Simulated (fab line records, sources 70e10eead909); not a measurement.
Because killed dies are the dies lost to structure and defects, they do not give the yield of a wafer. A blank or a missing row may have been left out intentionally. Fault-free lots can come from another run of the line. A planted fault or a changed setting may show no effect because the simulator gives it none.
fab line records	flow nand_harc
record: lots: 6	wafers: 18	last_day: 33
route steps=1302 shown P_M1@315 P_M2@318 END@1302
lots that met no fault: from a run of the same line without faults
start_h: the number of hours between the record's first day and the start of the first shown wafer of the lot	wait_h: hours since the lot's step before	" same as the row above	L1.1+2: a single row standing in for several wafers	- no value, or no start was given	* or withheld: withheld	< > ~ a bound
route shown NAME@n: a module of which the file shows steps, and the number in the route of the first	usual: mean and standard deviation over wafers with no fault	same: alike in all rows	chamber/n: place in a boat	sites: readings site by site	_std_site: standard deviation of those values	_edge_site: mean of outer sites minus mean of inner sites	radius_mm: for every site, how far away it sits from the centre of the wafer	mask NAME#n: copy n	behind: the last tool/chamber to shape the wafer	hold: why the lot went on hold/how many hours it stayed there/how the hold came to an end	device: transistor that didn't switch, given as n, p or np	end of line: the route-end tests of the same wafers	a step without rows: its recipe alone	killed: dies lost to structure and defects at the first sort, not the wafer's yield	map: a wafer's dies, x killed, . not, _ none there
set.NAME: the setting the step ran with; set.NAME@STEP: the setting that earlier step ran with	model.NAME: the simulator's own value behind a step, which no gauge read
a table for each step, a row for each wafer; lots at some steps of the route
services: from which hour (start_h, from the record's first day; less than 0 if before it) a tool's chamber was out of use, for how many hours, and why
== steps ==
step: NHARC_P_M1_INSPECT_27
usual: raw_defect_count: 327/140
lot.wafer	tool	chamber	start_h	wait_h	raw_defect_count
L439.3	defect_inspect-02	-	135.50	0.0	384
L439.4	"	-	"	"	366
L439.6	"	-	"	"	330
L447.3	defect_inspect-01	-	219.65	0.0	533
L447.5	"	-	"	"	763
L447.6	"	-	"	"	462
L454.1	defect_inspect-01	-	287.52	0.0	262
L454.3	"	-	"	"	138
L454.4	"	-	"	"	312
L455.1	defect_inspect-02	-	299.63	0.0	405
L455.3	"	-	"	"	612
L455.6	"	-	"	"	354
L456.1	defect_inspect-01	-	307.82	0.0	254
L456.2	"	-	"	"	247
L456.3	"	-	"	"	226
L459.3	defect_inspect-01	-	334.43	0.0	398
L459.4	"	-	"	"	352
L459.6	"	-	"	"	336
step: NHARC_P_M1_PRE_CLEAN_32
recipe: time_s: 12	temp_c: 370	rf_power_w: 300	gas: NH3
usual: heater_power_w: 651/67
lot.wafer	tool	chamber	start_h	wait_h	heater_power_w
L439.3	pecvd-02	0	135.58	0.1	661
L439.6	"	2	"	"	517
L439.4	"	0	"	"	671
L447.3	pecvd-03	1	219.74	0.1	680
L447.5	"	0	"	"	635
L447.6	"	1	"	"	670
L454.1	pecvd-04	2	287.59	0.1	774
L454.3	"	0	"	"	643
L454.4	"	1	"	"	560
L455.1	pecvd-02	0	299.71	0.1	691
L455.3	"	0	"	"	704
L455.6	"	2	"	"	489
L456.2	pecvd-03	0	307.89	0.1	664
L456.1	"	1	"	"	643
L456.3	"	2	"	"	710
L459.3	pecvd-03	0	334.67	0.2	548
L459.6	"	2	"	"	660
L459.4	"	0	"	"	550
step: NHARC_P_M1_DEP_33
recipe: target_thk_a: 300	temp_c: 370	target_thk_nm: 30	pressure_torr: 3	flow_sccm: 200	rf_w: 450	material: SiCN
usual: heater_power_w: 595/76
lot.wafer	tool	chamber	start_h	wait_h	heater_power_w
L439.3	pecvd-02	0	135.69	0.1	607
L439.6	"	2	"	"	489
L439.4	"	0	"	"	607
L447.3	pecvd-03	1	219.88	0.1	598
L447.5	"	0	"	"	586
L447.6	"	1	"	"	593
L454.1	pecvd-04	2	287.67	0.1	766
L454.3	"	0	"	"	633
L454.4	"	1	"	"	496
L455.1	pecvd-02	0	299.88	0.1	654
L455.3	"	0	"	"	644
L455.6	"	2	"	"	420
L456.2	pecvd-03	0	307.97	0.1	532
L456.1	"	1	"	"	620
L456.3	"	2	"	"	615
L459.3	pecvd-03	0	334.78	0.1	584
L459.6	"	2	"	"	622
L459.4	"	0	"	"	584
step: NHARC_P_M2_DEP_00
recipe: target_thk_a: 1825	target_thk_nm: 182.5	temp_c: withheld	pressure_torr: 5	flow_sccm: 200	rf_w: 600	material: SiOC
step: NHARC_P_M2_DEHYDRATE_01
recipe: temp_c: 150	time_s: 120
step: NHARC_P_M2_HMDS_02
recipe: time_s: 30
step: NHARC_P_M2_COAT_34
recipe: temp_c: 200	time_s: 65
step: NHARC_P_M2_COAT_03
recipe: spin_rpm: 1500	resist_thk_nm: 90
step: NHARC_P_M2_SOFTBAKE_04
recipe: temp_c: 105	time_s: 55
step: NHARC_P_M2_EBR_05
step: NHARC_P_M2_EXPOSE_06
recipe: na: 1.35	target_cd_nm: 170	dose_mj: 80.78	mask_id: P_M2
step: NHARC_P_M2_PEB_07
recipe: peb_temp_c: 100	peb_time_s: 65
usual: chill_plate_temp_C: 23.01/0.11	heater_power_total_W: 156.6/0.43	plate_temp_C: 99.99/0.12
lot.wafer	tool	chamber	start_h	wait_h	chill_plate_temp_C	heater_power_total_W	plate_temp_C
L439.3	litho_track-04	0	136.69	0.0	22.86	157.0	100.14
L439.4	"	0	"	"	23.07	157.2	100.07
L439.6	"	0	"	"	22.96	157.0	99.95
L447.3	litho_track-01	0	220.97	0.0	22.99	157.1	99.84
L447.5	"	0	"	"	22.94	156.0	99.98
L447.6	"	0	"	"	23.11	156.5	99.81
L454.1	litho_track-04	0	288.84	0.1	23.19	159.1	101.18
L454.3	"	0	"	"	22.99	159.3	101.26
L454.4	"	0	"	"	23.14	159.3	101.05
L455.1	litho_track-04	0	301.23	0.1	23.07	159.6	101.40
L455.3	"	0	"	"	23.04	159.5	101.46
L455.6	"	0	"	"	23.07	160.0	101.37
L456.1	litho_track-01	0	308.99	0.1	23.01	156.9	99.87
L456.2	"	0	"	"	23.04	157.0	100.08
L456.3	"	0	"	"	23.17	156.1	99.95
L459.3	litho_track-06	0	335.77	0.0	23.12	157.0	100.02
L459.4	"	0	"	"	22.92	157.1	100.11
L459.6	"	0	"	"	23.16	156.1	100.29
step: NHARC_P_M2_DEVELOP_08
recipe: develop_time_s: 35	dev_temp_c: 23
step: NHARC_P_M2_CD_MEAS_09
recipe: target_cd_nm: 170	landing_energy_ev: 500
usual: cd_nm: 169.8/0.75
lot.wafer	tool	chamber	start_h	wait_h	cd_nm
L439.3	cd_sem-01	0	136.77	-	169.8
L439.4	"	0	"	"	171.1
L439.6	"	0	"	"	170.9
L447.3	cd_sem-02	0	221.05	-	169.5
L447.5	"	0	"	"	168.9
L447.6	"	0	"	"	169.4
L454.1	cd_sem-03	0	288.92	-	173.2
L454.3	"	0	"	"	174.0
L454.4	"	0	"	"	174.6
L455.1	cd_sem-01	0	301.31	-	174.1
L455.3	"	0	"	"	174.7
L455.6	"	0	"	"	173.5
L456.1	cd_sem-02	0	309.07	-	169.7
L456.2	"	0	"	"	169.8
L456.3	"	0	"	"	170.6
L459.3	cd_sem-02	0	335.85	-	170.1
L459.4	"	0	"	"	170.3
L459.6	"	0	"	"	170.2
step: NHARC_P_M2_OVL_MEAS_10
recipe: pitch_nm: 340
usual: overlay_x_nm: 0.0/0.83	overlay_y_nm: 0.1/0.92
lot.wafer	tool	chamber	start_h	wait_h	overlay_x_nm	overlay_y_nm
L439.3	overlay-01	-	136.85	-	0.4	-0.4
L439.4	"	-	"	"	0.8	-0.3
L439.6	"	-	"	"	0.6	0.2
L447.3	overlay-01	-	221.14	-	2.1	0.4
L447.5	"	-	"	"	2.3	-0.2
L447.6	"	-	"	"	1.3	0.4
L454.1	overlay-02	-	289.01	-	0.2	0.8
L454.3	"	-	"	"	0.0	1.7
L454.4	"	-	"	"	-0.7	1.4
L455.1	overlay-01	-	301.40	-	0.1	-0.1
L455.3	"	-	"	"	-0.2	0.1
L455.6	"	-	"	"	0.1	-0.4
L456.1	overlay-02	-	309.16	-	-1.3	-0.2
L456.2	"	-	"	"	-0.7	-0.2
L456.3	"	-	"	"	-0.8	-0.2
L459.3	overlay-02	-	335.93	-	-0.1	-0.6
L459.4	"	-	"	"	-0.8	-0.5
L459.6	"	-	"	"	0.0	-1.0
step: NHARC_P_M2_INSPECT_11
usual: raw_defect_count: 4.3/2.2
lot.wafer	tool	chamber	start_h	wait_h	raw_defect_count
L439.3	defect_inspect-01	-	136.89	0.0	1
L439.4	"	-	"	"	9
L439.6	"	-	"	"	2
L447.3	defect_inspect-01	-	221.17	0.0	3
L447.5	"	-	"	"	2
L447.6	"	-	"	"	4
L454.1	defect_inspect-01	-	289.05	0.0	3
L454.3	"	-	"	"	3
L454.4	"	-	"	"	0
L455.1	defect_inspect-01	-	301.44	0.0	6
L455.3	"	-	"	"	8
L455.6	"	-	"	"	4
L456.1	defect_inspect-02	-	309.20	0.0	9
L456.2	"	-	"	"	8
L456.3	"	-	"	"	4
L459.3	defect_inspect-02	-	335.97	0.0	5
L459.4	"	-	"	"	3
L459.6	"	-	"	"	6
step: NHARC_P_M2_DESCUM_14
recipe: time_s: 3	o2_flow_sccm: 200	ar_flow_sccm: 0	bias_power_w: 0	chemistry: O2
usual: drypump_motor_current_A: 5.7/0.3	oes_product_au: 0.999/0.012	rf_vpp_V: 57.9/0.87	showerhead_plenum_p_Torr: 1.92/0.071	throttle_valve_pct: 11.311/0.0088
lot.wafer	tool	chamber	start_h	wait_h	drypump_motor_current_A	oes_product_au	rf_hours_counter_h	rf_vpp_V	showerhead_plenum_p_Torr	throttle_valve_pct	model.P_M2.cd_nm
L439.3	rie_diel-01	3	136.95	0.1	5.9	1.012	4.9	56.9	1.79	11.310	169.5
L439.4	"	0	"	"	5.2	0.990	4.6	58.2	1.89	11.304	171.1
L439.6	"	0	"	"	5.2	0.987	-	57.0	1.89	11.323	171.5
L447.3	rie_diel-01	3	221.24	0.1	5.9	1.007	0.4	58.2	1.79	11.306	168.5
L447.5	"	2	"	"	5.8	1.011	-	58.1	1.93	11.309	168.3
L447.6	"	3	"	"	5.8	1.008	-	58.3	1.79	11.310	168.5
L454.3	rie_diel-01	3	289.11	0.1	5.9	1.006	3.5	56.5	1.79	11.315	173.9
L454.1	"	0	"	"	5.2	1.005	4.0	59.6	1.88	11.313	172.9
L454.4	"	2	"	"	5.7	1.001	3.7	57.1	1.93	11.303	174.4
L455.1	rie_diel-04	1	301.50	0.1	5.7	1.007	8.5	58.5	1.98	11.307	174.3
L455.3	"	0	"	"	5.1	0.993	8.2	58.1	1.99	11.299	175
L455.6	"	2	"	"	5.4	1.018	-	59.4	1.87	11.308	174.1
L456.3	rie_diel-11	1	309.26	0.1	6.0	0.992	1.7	57.5	1.89	11.313	170.2
L456.2	"	3	"	"	5.4	0.986	0.9	59.6	2.03	11.294	169.4
L456.1	"	0	"	"	6.1	0.995	1.2	58.5	1.85	11.315	170.5
L459.3	rie_diel-11	0	336.03	0.1	6.0	0.995	4.3	57.7	1.85	11.313	170.4
L459.4	"	1	"	"	6.0	0.995	5.0	58.5	1.89	11.307	169.5
L459.6	"	1	"	"	6.0	0.989	-	57.5	1.89	11.306	169.9
step: NHARC_P_M2_ETCH_35
recipe: target_depth_a: 400	overetch_a: 120	time_s: 43.94	ion_energy_ev: 200	n2_flow_sccm: 150	h2_flow_sccm: 150	ar_flow_sccm: 0	rf_w: 400	bias_w: 150	chemistry: N2/H2
usual: drypump_motor_current_A: 5.7/0.31	oes_product_au: 0.998/0.012	rf_vpp_V: 430.9/2.4	showerhead_plenum_p_Torr: 2.05/0.081	throttle_valve_pct: 14.171/0.01
lot.wafer	tool	chamber	start_h	wait_h	drypump_motor_current_A	oes_product_au	rf_hours_counter_h	rf_vpp_V	showerhead_plenum_p_Torr	throttle_valve_pct
L439.4	rie_diel-01	2	137.05	0.1	5.7	1.015	4.7	431.1	2.06	14.174
L439.3	"	3	"	"	5.8	1.008	4.9	427.4	1.91	14.149
L439.6	"	1	"	"	5.8	0.996	-	434.5	2.18	14.188
L447.3	rie_diel-01	1	221.34	0.1	5.8	0.988	0.3	433.8	2.18	14.176
L447.6	"	2	"	"	5.8	1.006	-	430.9	2.06	14.163
L447.5	"	3	"	"	5.9	1.009	-	426.3	1.91	14.190
L454.1	rie_diel-01	2	289.20	0.1	5.7	0.998	3.7	432.0	2.05	14.183
L454.3	"	3	"	"	5.9	1.011	3.6	426.5	1.90	14.178
L454.4	"	0	"	"	5.2	0.995	4.0	429.7	2.01	14.166
L455.1	rie_diel-04	1	301.59	0.1	5.7	1.002	8.5	431.9	2.12	14.149
L455.3	"	3	"	"	5.8	0.990	5.1	432.3	2.11	14.158
L455.6	"	0	"	"	5.1	1.009	-	432.4	2.12	14.155
L456.3	rie_diel-11	3	309.34	0.1	5.3	0.992	0.9	434.0	2.17	14.171
L456.1	"	0	"	"	6.1	0.995	1.2	428.7	1.97	14.164
L456.2	"	2	"	"	5.9	0.996	1.4	430.4	2.03	14.171
L459.4	rie_diel-11	1	336.11	0.1	6.1	0.993	5.0	429.6	2.02	14.164
L459.3	"	3	"	"	5.3	0.987	3.0	433.0	2.17	14.170
L459.6	"	2	"	"	5.8	0.998	-	429.5	2.03	14.164
step: NHARC_P_M2_ETCH_15
recipe: target_depth_a: 1825	time_s: 91.2	c4f8_flow_sccm: withheld	ar_flow_sccm: 400	rf_w: 600	bias_w: 300	chemistry: C4F8/Ar
usual: oes_product_au: 0.936/0.024	rf_vpp_V: 441.3/2.3
lot.wafer	tool	chamber	start_h	wait_h	oes_product_au	rf_hours_counter_h	rf_vpp_V
L439.4	rie_diel-01	0	-	-	0.927	4.7	440.6
L439.3	"	1	"	"	0.942	4.4	443.6
L439.6	"	3	"	"	0.932	-	436.0
L447.3	rie_diel-01	2	-	-	0.966	0.3	441.3
L447.6	"	2	"	"	0.973	-	441.9
L447.5	"	3	"	"	0.964	-	437.5
L454.3	rie_diel-01	2	-	-	0.974	3.8	441.3
L454.4	"	3	"	"	0.948	3.6	437.7
L454.1	"	0	"	"	0.941	4.0	439.7
L455.3	rie_diel-04	2	-	-	0.937	7.6	439.4
L455.1	"	0	"	"	0.936	8.2	442.6
L455.6	"	1	"	"	0.929	-	443.2
L456.1	rie_diel-11	3	-	-	0.915	0.9	442.9
L456.2	"	0	"	"	0.922	1.3	439.7
L456.3	"	1	"	"	0.917	1.8	440.2
L459.3	rie_diel-11	2	-	-	0.926	3.7	440.1
L459.4	"	3	"	"	0.914	3.0	444.1
L459.6	"	3	"	"	0.914	-	444.3
step: NHARC_P_M2_CD_MEAS_16
usual: cd_nm: 169.5/0.97
lot.wafer	tool	chamber	start_h	wait_h	cd_nm
L439.3	cd_sem-03	-	137.26	-	169.8
L439.4	"	-	"	"	171.0
L439.6	"	-	"	"	171.7
L447.3	cd_sem-02	-	221.55	-	168.4
L447.5	"	-	"	"	168.4
L447.6	"	-	"	"	168.1
L454.1	cd_sem-03	-	289.41	-	173.0
L454.3	"	-	"	"	174.8
L454.4	"	-	"	"	174.7
L455.1	cd_sem-02	-	301.80	-	173.2
L455.3	"	-	"	"	174.5
L455.6	"	-	"	"	173.2
L456.1	cd_sem-03	-	309.56	-	171.2
L456.2	"	-	"	"	169.2
L456.3	"	-	"	"	170.3
L459.3	cd_sem-02	-	336.34	-	169.8
L459.4	"	-	"	"	169.3
L459.6	"	-	"	"	169.5
step: NHARC_P_M2_STRIP_18
recipe: power_w: 1000	n2_flow_sccm: 150	h2_flow_sccm: 150	ar_flow_sccm: 0	bias_w: 0	chemistry: N2/H2
usual: drypump_motor_current_A: 5.7/0.33	oes_product_au: 0.998/0.013	rf_vpp_V: 90.8/1.1	showerhead_plenum_p_Torr: 2.06/0.079	throttle_valve_pct: 14.171/0.0088
lot.wafer	tool	chamber	start_h	wait_h	drypump_motor_current_A	oes_product_au	rf_hours_counter_h	rf_vpp_V	showerhead_plenum_p_Torr	throttle_valve_pct
L439.3	rie_diel-04	2	137.33	0.1	5.5	0.989	5.2	89.6	2.00	14.178
L439.6	"	2	"	"	5.5	0.996	-	91.0	2.00	14.162
L439.4	"	3	"	"	5.8	0.992	-	90.3	2.11	14.171
L447.3	rie_diel-11	0	221.67	0.1	6.0	1.003	6.8	89.8	1.98	14.176
L447.6	"	2	"	"	5.8	0.993	-	91.2	2.04	14.162
L447.5	"	3	"	"	5.4	0.994	-	90.8	2.17	14.173
L454.4	rie_diel-04	2	289.49	0.1	5.5	1.023	6.0	90.8	2.00	14.169
L454.1	"	3	"	"	5.8	0.994	3.8	90.5	2.11	14.173
L454.3	"	1	"	"	5.8	0.984	7.0	92.3	2.12	14.177
L455.1	rie_diel-11	2	301.93	0.1	5.8	0.985	1.3	90.5	2.04	14.173
L455.3	"	3	"	"	5.4	0.989	0.8	93.1	2.17	14.173
L455.6	"	1	"	"	6.1	0.991	-	90.5	2.02	14.171
L456.1	rie_diel-11	1	309.66	0.1	6.0	0.997	1.8	90.9	2.02	14.176
L456.3	"	2	"	"	5.8	0.988	1.4	91.3	2.03	14.161
L456.2	"	3	"	"	5.3	1.000	1.0	90.5	2.17	14.185
L459.4	rie_diel-01	2	336.41	0.1	5.8	1.009	5.4	89.9	2.05	14.164
L459.3	"	0	"	"	5.2	1.023	5.6	89.4	2.01	14.179
L459.6	"	3	"	"	5.9	1.003	-	90.0	1.90	14.174
step: NHARC_P_M2_ETCH_28
recipe: target_depth_a: 300	over_etch_frac: 0.3	time_s: 72.99	ion_energy_ev: 150	cf4_flow_sccm: 50	n2_flow_sccm: 100	ar_flow_sccm: 150	rf_w: 300	bias_w: 100	chemistry: CF4/N2
usual: drypump_motor_current_A: 5.7/0.33	oes_product_au: 0.998/0.012	rf_vpp_V: 314.5/1.8	showerhead_plenum_p_Torr: 2.65/0.094	throttle_valve_pct: 19.793/0.0086
lot.wafer	tool	chamber	start_h	wait_h	drypump_motor_current_A	oes_product_au	rf_hours_counter_h	rf_vpp_V	showerhead_plenum_p_Torr	throttle_valve_pct	model.P_M2.cd_nm
L439.3	rie_diel-04	3	-	-	5.8	0.995	5.1	316.5	2.71	19.788	169.4
L439.6	"	0	"	"	5.1	1.030	-	315.0	2.73	19.784	170.6
L439.4	"	2	"	"	5.5	0.991	-	312.9	2.58	19.775	171
L447.3	rie_diel-11	3	-	-	5.4	0.998	7.0	316.6	2.78	19.802	169.2
L447.5	"	2	"	"	5.8	0.996	-	314.4	2.62	19.805	168.6
L447.6	"	3	"	"	5.3	1.009	-	316.3	2.78	19.807	168.6
L454.3	rie_diel-04	1	-	-	5.7	0.988	7.0	315.8	2.72	19.778	174.8
L454.4	"	3	"	"	5.8	0.984	3.8	315.9	2.71	19.783	174.9
L454.1	"	0	"	"	5.1	1.002	7.0	315.7	2.72	19.809	171.3
L455.3	rie_diel-11	1	-	-	6.1	0.993	1.6	315.0	2.60	19.796	174.7
L455.1	"	2	"	"	5.8	0.993	1.3	315.3	2.62	19.806	173.7
L455.6	"	0	"	"	6.1	0.997	-	314.5	2.55	19.788	173.2
L456.2	rie_diel-11	3	-	-	5.3	0.986	1.0	317.2	2.78	19.786	169.2
L456.3	"	1	"	"	6.1	0.987	1.8	313.0	2.60	19.797	169.6
L456.1	"	2	"	"	5.9	0.977	1.5	314.4	2.62	19.800	171.5
L459.4	rie_diel-01	3	-	-	5.9	1.011	5.3	311.2	2.46	19.792	170
L459.3	"	0	"	"	5.2	1.003	5.6	315.0	2.59	19.809	169.3
L459.6	"	3	"	"	5.9	1.014	-	311.3	2.46	19.811	169.5
step: NHARC_P_M2_STRIP_19
recipe: time_s: 600	temp_c: 30	chemistry: post_etch_residue_remover
step: NHARC_END_SORT_01
recipe: temp_c: 25
usual: defect_limited_yield: 92.7/2.6	killed_at_array: 45/18	killed_at_other: 0.9/1.3	killed_at_periphery: 3.7/2.2	killed_dies: 50/18	killed_open: 3.2/1.9	killed_short: 2.4/1.6	sort_bin_2_pct: 2.5/1.1	sort_bin_3_pct: 0.6/0.36	sort_bin_4_pct: 4.3/1.5	sort_n_pass: 627/18	sort_rim_yield_pct: 92/4.3	sort_yield_pct: 92.7/2.6
same: gross_dies: 677	sort_bin_5_pct[%]: 0	sort_bin_6_pct[%]: 0	sort_bin_7_pct[%]: 0	sort_bin_8_pct[%]: 0	sort_rim_n_gross: 106.00
lot.wafer	tool	chamber	start_h	wait_h	defect_limited_yield[%]	killed_at_array	killed_at_other	killed_at_periphery	killed_dies	killed_open	killed_short	sort_bin_2_pct[%]	sort_bin_3_pct[%]	sort_bin_4_pct[%]	sort_n_pass	sort_rim_yield_pct[%]	sort_yield_pct[%]
L454.1	prober-01	0	726.60	2.5	94.1	39	1	0	40	3	2	2.1	0.7	3.1	637	91	94.1
L455.1	prober-02	0	744.22	2.5	95.0	30	0	4	34	3	1	1.5	0.1	3.4	643	92	95.0
L455.3	prober-02	0	745.84	3.1	94.1	32	0	8	40	2	1	1.9	0.6	3.4	637	88	94.1
L455.6	prober-02	0	748.27	4.1	89.4	66	1	5	72	8	5	4.7	0.1	5.8	605	94	89.4
L456.1	prober-01	0	770.17	2.5	95.7	19	3	7	29	1	1	1.9	0.1	2.2	648	94	95.7
L456.2	prober-01	0	770.97	2.8	94.7	27	2	7	36	0	2	2.4	0.3	2.7	641	93	94.7
L456.3	prober-01	0	771.77	3.1	95.6	24	1	5	30	1	5	1.2	0.6	2.7	647	93	95.6
killed by level:class
L454.1 A_SLIT:chamber_film_flake=19 A_STAIRCASE:chamber_film_flake=6 A_CHANNEL_HOLE_D1:chamber_film_flake=4 A_DECK1_JOINT:geometric_particle:open=3 A_CONTACT:chamber_film_flake=2 A_CHANNEL_FILL_D1:geometric_particle:short=1 A_ONON_D2:geometric_particle:short=1 A_ZERO_WELL:chamber_film_flake=1
L455.1 A_CHANNEL_HOLE_D1:chamber_film_flake=15 A_CONTACT:chamber_film_flake=7 A_WL_FILL:chamber_film_flake=3 A_SOURCE_PLATE:geometric_particle:short=1 A_ONON_D1:geometric_particle:open=1 A_ONON_D2:geometric_particle:open=1 A_BLC:geometric_particle:open=1 P_STI:chamber_film_flake=1
L455.3 A_CHANNEL_HOLE_D1:chamber_film_flake=18 P_STI:chamber_film_flake=5 A_SLIT:chamber_film_flake=5 A_CONTACT:chamber_film_flake=5 P_ZERO_WELL:geometric_particle:open=1 A_CHANNEL_HOLE_D1:geometric_particle:short=1 A_SGD_CUT:geometric_particle:open=1 P_M1:chamber_film_flake=1
L455.6 A_CHANNEL_HOLE_D1:chamber_film_flake=39 A_CONTACT:chamber_film_flake=11 A_WL_FILL:chamber_film_flake=3 A_WL_FILL:geometric_particle:open=2 P_BONDPAD:chamber_film_flake=2 P_GATE:geometric_particle:open=1 P_CONTACT:geometric_particle:short=1 A_ONON_D1:geometric_particle:open=1
L456.1 A_CHANNEL_HOLE_D1:chamber_film_flake=6 A_CONTACT:chamber_film_flake=5 P_CONTACT:chamber_film_flake=3 A_STAIRCASE:chamber_film_flake=3 P_GATE:chamber_film_flake=2 THIN_TSV:chamber_film_flake=2 A_CHANNEL_FILL_D2:geometric_particle:open=1 A_M0:geometric_particle:short=1
L456.2 A_CHANNEL_HOLE_D1:chamber_film_flake=8 A_SLIT:chamber_film_flake=7 A_CONTACT:chamber_film_flake=4 A_DECK1_JOINT:chamber_film_flake=3 P_GATE:chamber_film_flake=2 P_M2:chamber_film_flake=2 THIN_TSV:chamber_film_flake=2 A_ONON_D1:geometric_particle:short=1
L456.3 A_CHANNEL_HOLE_D1:chamber_film_flake=10 A_SLIT:chamber_film_flake=7 P_GATE:chamber_film_flake=3 P_M0:geometric_particle:short=2 A_CHANNEL_FILL_D2:geometric_particle:short=2 A_CONTACT:chamber_film_flake=2 A_DECK1_JOINT:geometric_particle:short=1 A_M0:geometric_particle:open=1
== services ==
tool	chamber	start_h	hours	kind
rie_diel-11	3	120.62	1.8	repair
pecvd-03	-	123.01	0.2	repair
rie_diel-04	1	132.03	14.0	repair
litho_track-01	-	155.00	7.0	pm
pecvd-03	-	163.01	1.2	repair
rie_diel-04	-	177.90	9.0	pm
pecvd-03	-	185.08	13.0	pm
rie_diel-04	1	187.13	15.8	repair
rie_diel-04	2	202.81	8.5	repair
litho_track-04	-	203.00	7.0	pm
rie_diel-01	-	203.80	9.0	pm
rie_diel-04	1	203.94	5.0	repair
pecvd-02	-	214.97	0.5	repair
rie_diel-04	3	218.81	16.7	repair
pecvd-03	-	221.00	0.6	repair
pecvd-02	-	227.13	13.0	pm
pecvd-03	-	237.40	2.7	repair
rie_diel-01	3	241.25	8.4	repair
pecvd-03	-	255.86	0.9	repair
rie_diel-11	-	275.31	9.0	pm
pecvd-02	-	283.20	3.0	repair
pecvd-02	1	293.40	53.9	repair
rie_diel-11	2	325.45	2.1	repair
rie_diel-04	0	336.39	14.7	repair
== key ==
first_sign: step: NHARC_P_M2_PEB_07	reading: plate_temp_C	direction: up	sigmas: 11	usual: *	struck: *
effect: step: NHARC_P_M2_PEB_07	reading: heater_power_total_W	direction: up	sigmas: 6.7	usual: *	struck: *
effect: step: NHARC_P_M2_CD_MEAS_09	reading: cd_nm	direction: up	sigmas: 5.6	usual: 169.8	struck: 174.0
effect: step: NHARC_P_M2_CD_MEAS_16	reading: cd_nm	direction: up	sigmas: 4.6	usual: 169.5	struck: 173.9
model_effect: step: NHARC_P_M2_DESCUM_14	value: P_M2.cd_nm	without: 169.6	struck: 174.1
model_effect: step: NHARC_P_M2_ETCH_28	value: P_M2.cd_nm	without: 169.3	struck: 173.8
met_at NHARC_P_M2_PEB_07
struck_wafers L454.1,L454.3,L454.4,L455.1,L455.3,L455.6
onset_between 136.69 288.84
fault: kind: process_parameter_drift	tool: litho_track-04	chamber: -	onset_h: 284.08	steps: NHARC_P_M2_PEB_07	channel: peb_temp_c	offset: *	shape: step	end_h: 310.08	acts_in: *	stated: *
